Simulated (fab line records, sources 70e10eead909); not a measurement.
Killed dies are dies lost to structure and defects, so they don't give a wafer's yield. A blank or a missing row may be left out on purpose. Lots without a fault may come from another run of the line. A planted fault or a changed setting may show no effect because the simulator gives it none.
Chamber matching | flow nand_harc | NHARC_A_ZERO_WELL_ETCH_19 on rie_diel-03: 4 sister chambers
The step etches the open film in N2/H2, target depth 80 nm, overetch 24 nm, time 87.88 s. 15 wafers are shown with their chamber, then 7 later ones without.

WAFERS WITH THEIR CHAMBER
wafer  | chamber | drypump_motor_current_A (A) | rf_vpp_V (V) | rf_fwd_power_W (W)
L736.2 | 3       | 5.3                         | 434.6        | 399.8
L736.3 | 2       | 5.0                         | 430.7        | 398.4
L736.5 | 3       | 5.3                         | 434.6        | 399.4
L737.1 | 0       | 6.3                         | 430.4        | 395.5
L737.4 | 3       | 5.3                         | 434.3        | 399.5
L737.6 | 0       | 6.3                         | 429.4        | 395.0
L739.2 | 2       | 5.0                         | 430.3        | 395.6
L739.3 | 3       | 5.3                         | 434.6        | 398.6
L739.4 | 0       | 6.3                         | 429.3        | 396.3
L743.5 | 0       | 6.3                         | 430.6        | 393.6
L749.1 | 2       | 5.0                         | 430.3        | 395.9
L749.3 | 1       | 5.9                         | 431.0        | 394.5
L749.5 | 1       | 5.9                         | 430.2        | 395.1
L751.1 | 3       | 5.4                         | 434.7        | 398.4
L751.4 | 2       | 5.0                         | 430.5        | 398.7

SIGNATURES (means of the wafers above)
reading                 | chamber 0 | chamber 1 | chamber 2 | chamber 3 | scatter within a chamber
drypump_motor_current_A | 6.300     | 5.900     | 5.000     | 5.320     | 0.027
rf_vpp_V                | 429.925   | 430.600   | 430.450   | 434.560   | 0.412
rf_fwd_power_W          | 395.100   | 394.800   | 397.150   | 399.140   | 1.11
Rule: a wafer's distance from a chamber is the root of the sum, over the readings, of the square of ((its reading less the chamber's mean) divided by the reading's scatter). The wafer belongs to the nearest chamber; if the next one is less than 2 further off, it can't be placed. The scatter: the root of (the sum of the squares of (reading less its chamber's mean) over the shown wafers, divided by (wafers less chambers)).

WAFERS WITHOUT THEIR CHAMBER
wafer  | drypump_motor_current_A (A) | rf_vpp_V (V) | rf_fwd_power_W (W)
L751.5 | 5.0                         | 429.0        | 398.6
L752.2 | 5.0                         | 428.1        | 396.9
L752.4 | 5.3                         | 434.9        | 398.4
L752.5 | 5.0                         | 429.3        | 397.1
L757.1 | 6.3                         | 430.4        | 395.8
L757.2 | 5.0                         | 430.2        | 397.8
L757.5 | 6.3                         | 430.2        | 396.9

WHICH CHAMBER EACH WENT THROUGH
wafer  | from the rows above | in truth
L751.5 | 2                   | 2
L752.2 | 2                   | 2
L752.4 | 3                   | 3
L752.5 | 2                   | 2
L757.1 | 0                   | 0
L757.2 | 2                   | 2
L757.5 | 0                   | 0
Placed correctly: 7 of 7. Can't be placed from these rows: 0. Placed wrongly: 0.
